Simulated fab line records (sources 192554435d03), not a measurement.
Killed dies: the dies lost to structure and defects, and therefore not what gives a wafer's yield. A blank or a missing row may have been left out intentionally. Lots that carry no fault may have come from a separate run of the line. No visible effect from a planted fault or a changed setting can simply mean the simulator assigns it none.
Split-lot study | flow n5_finfet | 33 wafers read from 7 lots, route of 1938 steps

== THE SPLIT ==
At N5_MIM_TOP_LITHO_DEVELOP_07 (develop time 60 s), the setting develop_time_s was moved away from the recipe's 60 s on 11 of the 33 wafers read, by -43.2% to +37.8%. The other wafers ran this setting at the recipe's value.

== SPLIT TO READING: what lies between them in the file, 1 step ==
- N5_MIM_TOP_LITHO_HARDBAKE_09: time 120 s

== THE READING ==
Shown in nm: cd_nm at N5_MIM_TOP_LITHO_CD_MEAS_08, with target cd 2000 nm. Fault-free wafers of this fab line usually give 2000.6 nm, standard deviation 1.9 nm.

wafer  | tool, chamber at the split | develop_time_s as run, s | against the recipe | cd_nm, nm | against lot-mates on the recipe
L077.1 | litho_track-05, 0          | 60                       | recipe             | 2000.9    | -
L077.2 | litho_track-05, 0          | 34.05                    | -43.2%             | 2009.7    | +8.9
L077.3 | litho_track-05, 0          | 60                       | recipe             | 2000.9    | -
L077.4 | litho_track-05, 0          | 34.05                    | -43.2%             | 2014.1    | +13.3
L077.5 | litho_track-05, 0          | 60                       | recipe             | 2000.5    | -
L077.6 | litho_track-05, 0          | 34.05                    | -43.2%             | 2012.4    | +11.6
L083.1 | litho_track-03, 0          | 60                       | recipe             | 2000.7    | -
L083.3 | litho_track-03, 0          | 60                       | recipe             | 1998.0    | -
L083.6 | litho_track-03, 0          | 60                       | recipe             | 1993.7    | -
L088.1 | litho_track-05, 0          | 60                       | recipe             | 2002.2    | -
L088.2 | litho_track-05, 0          | 60                       | recipe             | 2000.7    | -
L088.3 | litho_track-05, 0          | 44.78                    | -25.4%             | 2007.1    | +6.2
L088.4 | litho_track-05, 0          | 44.78                    | -25.4%             | 2006.8    | +5.9
L088.5 | litho_track-05, 0          | 44.78                    | -25.4%             | 2006.5    | +5.6
L088.6 | litho_track-05, 0          | 60                       | recipe             | 1999.9    | -
L089.1 | litho_track-05, 0          | 60                       | recipe             | 2001.9    | -
L089.2 | litho_track-05, 0          | 44.71                    | -25.5%             | 2006.0    | +5.5
L089.3 | litho_track-05, 0          | 60                       | recipe             | 1999.0    | -
L089.4 | litho_track-05, 0          | 44.71                    | -25.5%             | 2005.1    | +4.6
L089.5 | litho_track-05, 0          | 60                       | recipe             | 2000.7    | -
L089.6 | litho_track-05, 0          | 44.71                    | -25.5%             | 2005.0    | +4.5
L095.4 | litho_track-03, 0          | 60                       | recipe             | 2000.9    | -
L095.5 | litho_track-03, 0          | 60                       | recipe             | 1996.6    | -
L095.6 | litho_track-03, 0          | 60                       | recipe             | 2000.3    | -
L094.1 | litho_track-01, 0          | 60                       | recipe             | 2003.1    | -
L094.4 | litho_track-01, 0          | 82.71                    | +37.8%             | 1994.9    | -8.2
L094.6 | litho_track-01, 0          | 82.71                    | +37.8%             | 1997.2    | -5.9
L097.1 | litho_track-03, 0          | 60                       | recipe             | 2001.6    | -
L097.2 | litho_track-03, 0          | 60                       | recipe             | 2000.0    | -
L097.3 | litho_track-03, 0          | 60                       | recipe             | 1997.5    | -
L097.4 | litho_track-03, 0          | 60                       | recipe             | 1998.1    | -
L097.5 | litho_track-03, 0          | 60                       | recipe             | 1998.3    | -
L097.6 | litho_track-03, 0          | 60                       | recipe             | 2001.3    | -

THE FIT
A straight line over all 33 wafers: cd_nm changes by -0.218 nm for each +1% of develop_time_s; r = -0.87; the points scatter about the line by 2.3 nm.
The same after taking each lot's own level away (the mean of its wafers on the recipe; 33 wafers): -0.225 nm for each +1%; r = -0.93; scatter 1.7 nm.
Per that fit: largest develop_time_s move, reading shift of 9.7 nm.
The lots' own levels span 1997.47 to 2003.10 nm, that is 3.0 times the standard deviation above.
Hence the lot-to-lot level has little effect on the slope; both slopes agree.
Check: +10.1 nm against its lot-mates is what the line predicts for one of the wafers moved furthest among these (-43.2%) when that wafer is left out of the fit. Against them it came out at +8.93 nm.

== THE OTHER SPLITS THESE WAFERS WENT THROUGH ==
Before the reading, these wafers also passed through other splits. Each is held against what the fit with the lots' levels taken away leaves over:
other split on the same wafers | wafers away from the commonest value | r with cd_nm (lot level and that fit taken away)
N5_BEOL_M2_DESCUM_16 time_s    | 13                                   | -0.08
N5_BEOL_M6_ETCH_62 time_s      | 3                                    | -0.21
N5_BEOL_M7_DEP_56 time_s       | 14                                   | +0.00
N5_BEOL_M12_SPUTTER_43 time_s  | 11                                   | -0.34

== THE WHOLE CHAIN: every reading that the file lists as answering this split, in the file's order ==
step                        | what it does             | reading                                                              | change (the file's fit)               | r (the file's)
N5_MIM_TOP_LITHO_CD_MEAS_08 | target cd 2000 nm        | cd_nm                                                                | -0.231 nm for each +1% of the setting | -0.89
N5_MIM_TOP_LITHO_DESCUM_10  | chemistry O2, time 7.9 s | MIM_TOP_LITHO.cd_nm (the simulator's own value, which no gauge read) | -0.223 nm for each +1% of the setting | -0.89

== FILE'S OWN FIT ==
cd_nm changes by -0.231 nm for each +1% of develop_time_s, r = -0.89.
